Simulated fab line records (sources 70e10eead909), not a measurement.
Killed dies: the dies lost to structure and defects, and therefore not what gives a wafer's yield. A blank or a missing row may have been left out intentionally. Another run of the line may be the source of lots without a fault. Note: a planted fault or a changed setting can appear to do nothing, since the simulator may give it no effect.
Comparing a struck lot with a sound one / flow nand harc / 15 steps out of a route of 1159
Sound: wafers L238.1, L238.2, L238.5. Struck: wafer L255.2 (left out: L255.4, L255.6 of the same lot, which were not struck); the cause appears at the end.
For every step that has rows: the tool of each side, followed by ch and its chambers, followed by its first start. Under that, the readings that differ: sound wafers / struck wafers / difference of the means / sigmas: that difference in standard deviations of wafers without a fault.
alike: a reading whose means differ by less than 2 such deviations, as well as words and numbers matching on both sides. not compared: withheld readings; readings where some wafer has no value; bounds like >300 that might hide an equal value; numbers whose values overlap and for which the record gives no deviation.
Wherever a step has rows on one side only, a row that says differs or no value, or a row with sigmas, the two part there. Numbers that don't overlap but have no deviation are shown without sigmas and don't part them. Lack of a reading on every wafer of one side parts them only where that side has two or more wafers.

first, 4 steps without rows for these wafers: NHARC_P_M2_EBR_05; NHARC_P_M2_EXPOSE_06 (exposes mask P M2, target cd 170 nm); NHARC_P_M2_PEB_07 (peb time 65 s); NHARC_P_M2_DEVELOP_08 (develop time 35 s).
NHARC_P_M2_CD_MEAS_09 targets a cd of 170 nm.
  sound on cd sem-02 ch 0, day 6 15:23; struck on cd sem-01 ch 0, day 10 16:40
reading=cd nm (nm); sound=170.6 169.8 170.4; struck=169.0; difference=-1.3; sigmas=-2
NHARC_P_M2_OVL_MEAS_10: pitch 340 nm.
  struck on overlay-01, day 10 16:44; sound on overlay-01, day 6 15:28
  alike: overlay x nm, overlay y nm
NHARC_P_M2_INSPECT_11:
  struck on defect inspect-02, day 10 16:47; sound on defect inspect-02, day 6 15:30
  alike: raw defect count
NHARC_P_M2_DESCUM_14: chemistry O2, time 3 s.
  sound on rie diel-03 ch 1,2, day 6 15:34; struck on rie diel-04 ch 2, day 10 16:51
  alike: drypump motor current A, oes product au, rf vpp V, showerhead plenum p Torr, throttle valve pct
  not compared: rf hours counter h
NHARC_P_M2_ETCH_35: etches the open film in N2/H2, target depth 40 nm, overetch 12 nm, time 43.94 s.
  sound on rie diel-03 ch 0,2,3, day 6 15:40; struck on rie diel-04 ch 2, day 10 16:56
  alike: drypump motor current A, oes product au, rf vpp V, showerhead plenum p Torr, throttle valve pct
  not compared: rf hours counter h
NHARC_P_M2_ETCH_15: etches the open film in C4F8/Ar, target depth 182.5 nm, time 91.2 s.
  sound on rie diel-03 ch 1,2,3; struck on rie diel-04 ch 2
reading=oes product au (a.u.); sound=0.932 0.925 0.936; struck=0.989; difference=+0.058; sigmas=+3
  alike: rf vpp V
  not compared: rf hours counter h
NHARC_P_M2_CD_MEAS_16:
  struck on cd sem-01, day 10 17:10; sound on cd sem-03, day 6 15:52
reading=cd nm (nm); sound=170.6 170.5 170.5; struck=168.9; difference=-1.6; sigmas=-3
NHARC_P_M2_STRIP_18: strips in N2/H2.
  sound on rie diel-03 ch 2,3, day 6 15:56; struck on rie diel-04 ch 1, day 10 17:14
reading=drypump motor current A (A); sound=6.20 6.52 6.53; struck=5.67; difference=-0.75; sigmas=-3
  alike: oes product au, rf vpp V, showerhead plenum p Torr, throttle valve pct
  not compared: rf hours counter h
NHARC_P_M2_ETCH_28: etches the open film in CF4/N2, target depth 30 nm, time 72.99 s.
  sound on rie diel-03 ch 1,2, day 6 16:11; struck on rie diel-04 ch 1, day 10 17:28
reading=oes product au (a.u.); sound=1.006 0.999 0.999; struck=0.845; difference=-0.156; sigmas=-24
  alike: cf4 flow sccm, drypump motor current A, rf vpp V, showerhead plenum p Torr, throttle valve pct
  not compared: rf hours counter h
then, 1 step without rows for these wafers: NHARC_P_M2_STRIP_19 (strips in post etch residue remover, time 600 s).
-- the record jumps here: 13 days lie between the struck wafers' starts before and after (it left off in module P_M2 and takes up again in module END, whose first step shown is number 1159 of the route) --
NHARC_END_SORT_01:
  sound on prober-01 ch 0, day 20 05:23; struck on prober-02 ch 0, day 23 20:14
reading=killed at periphery; sound=3 2 0; struck=6; difference=+4; sigmas=+2
  alike: defect limited yield, killed at array, killed at other, killed dies, killed open, killed short, sort_bin_2_pct, sort_bin_3_pct, sort_bin_4_pct, sort n pass, sort rim yield pct, sort yield pct

WHERE THEY PART
First at NHARC_P_M2_CD_MEAS_09; last, within this record, at NHARC_END_SORT_01.

WHY: what had been put in by the simulator
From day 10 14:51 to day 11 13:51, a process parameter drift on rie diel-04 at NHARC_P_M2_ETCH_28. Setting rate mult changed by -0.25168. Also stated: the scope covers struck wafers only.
